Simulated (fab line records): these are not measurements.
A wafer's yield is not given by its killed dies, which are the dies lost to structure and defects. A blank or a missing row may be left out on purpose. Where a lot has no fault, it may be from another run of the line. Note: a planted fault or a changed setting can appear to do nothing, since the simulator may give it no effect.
Struck lot and sound lot, side by side + flow n5Finfet + 16 steps out of a route of 1938
Sound: these wafers, L996.1, L996.4, L996.6. Struck: wafers L108.1, L108.2, L108.4. The cause is given at the end.
Each step with rows lists, per side, the tool, then ch with its chambers, then its first start. Under that, the readings that differ: sound wafers + struck wafers + difference of the means + sigmas: that difference in standard deviations of wafers without a fault.
alike: words and numbers the same on both sides, and readings whose means are apart by under 2 such deviations; not compared: readings that were withheld, readings missing a value for some wafer, numbers with overlapping values and no deviation given by the record, and bounds like >300 which may hide the same value.
A row with sigmas, a row that says differs or no value, or rows on one side alone: a step with any of these is where the two part. When numbers do not overlap yet have no deviation, they are printed without sigmas and do not part them. A reading missing from all wafers of one side parts the sides only when that side holds two or more wafers.

first, 9 steps without rows for these wafers: N5_BEOL_M2_SOFTBAKE_23 (time 60 s); N5_BEOL_M2_EXPOSE_25 (exposes mask V1, defocus 5 nm); N5_BEOL_M2_PEB_26 (peb time 60 s); N5_BEOL_M2_DEVELOP_27 (develop time 30 s); N5_BEOL_M2_DESCUM_33 (chemistry O2, time 7 s); N5_BEOL_M2_ETCH_77 (etches underlayer in N2/H2, target depth 6.5 nm, time 5.2 s); N5_BEOL_M2_ETCH_69 (etches SiARC in CF4, target depth 15.6 nm, time 26 s); N5_BEOL_M2_ALD_98 (deposits SiO2, target thk 2.5 nm, pulse time 1 s, co reactant pulse time 1 s); N5_BEOL_M2_ETCHBACK_99 (etches SiO2 in CHF3, target depth 5 nm, time 10.4 s).
N5_BEOL_M2_ETCH_70: etches SOC in N2/H2, target depth 80 nm, overetch 24 nm, time 130 s.
  sound on rieDiel-03 ch 0,1,2, day 8 03:31; struck on rieDiel-06 ch 0,2,3, day 11 11:17
  no value came back on the struck wafers for any of 8 readings (biasW (W), chamberPressureMTorr (mTorr) and others); on the sound wafers biasW (W) reads 149.7 149.8 150.1
| reading                                        | sound     | struck         | difference | sigmas |
|------------------------------------------------|-----------|----------------|------------|--------|
| model.CAR-EUV_of_BEOL_M2_COAT_22.thkNm (nm)    | 0 0 0     | 10.6 10.4 10.6 | +10.5      |        |
| model.SiARC_of_BEOL_M2_COAT_68.thkNm (nm)      | 5.8 5.8 6 | 12 12 12       | +6         |        |
| model.underlayer_of_BEOL_M2_COAT_76.thkNm (nm) | 0 0 0     | 5 5 5          | +5         |        |
  not compared: rfHoursCounterH
then, 2 steps without rows for these wafers: N5_BEOL_M2_STRIP_71 (strips in N2/H2); N5_BEOL_M2_STRIP_78 (strips in N2/H2).
N5_BEOL_M2_VIA_ETCH_34: etches the open film in C4F6/O2, target depth 69.4 nm, time 65.9 s.
  sound on rieDiel-03 ch 0,1,2, day 8 03:37; struck on rieDiel-06 ch 0,2,3, day 11 11:23
| reading             | sound          | struck         | difference | sigmas |
|---------------------|----------------|----------------|------------|--------|
| oesProductAu (a.u.) | 0.85 0.80 0.79 | 0.35 0.34 0.32 | -0.48      | -5     |
  alike: C4F6_flow_sccm, O2_flow_sccm, drypumpMotorCurrentA, rfVppV, showerheadPlenumPTorr, throttleValvePct
  not compared: rfHoursCounterH
then, 1 step without rows for these wafers: N5_BEOL_M2_STRIP_83 (strips in C4F6/O2).
N5_BEOL_M4_RC_MEAS_101:
  the record has rows for the sound wafers here (prober-01 ch 0, day 9 10:23) and none for the struck ones
-- here the record skips 7 days between the struck wafers' starts before and after, leaving off in module BEOL_M4 and picking up in module PASSIVATION (first step shown: number 1936 of the route) --
N5_PASSIVATION_PROBE_49:
  only the struck wafers here have rows in the record (prober-02, day 18 10:40); the sound ones have none

## WHERE THEY PART
Earliest at N5_BEOL_M2_ETCH_70; latest, in this record, at N5_PASSIVATION_PROBE_49.

WHY: what the simulator had put in
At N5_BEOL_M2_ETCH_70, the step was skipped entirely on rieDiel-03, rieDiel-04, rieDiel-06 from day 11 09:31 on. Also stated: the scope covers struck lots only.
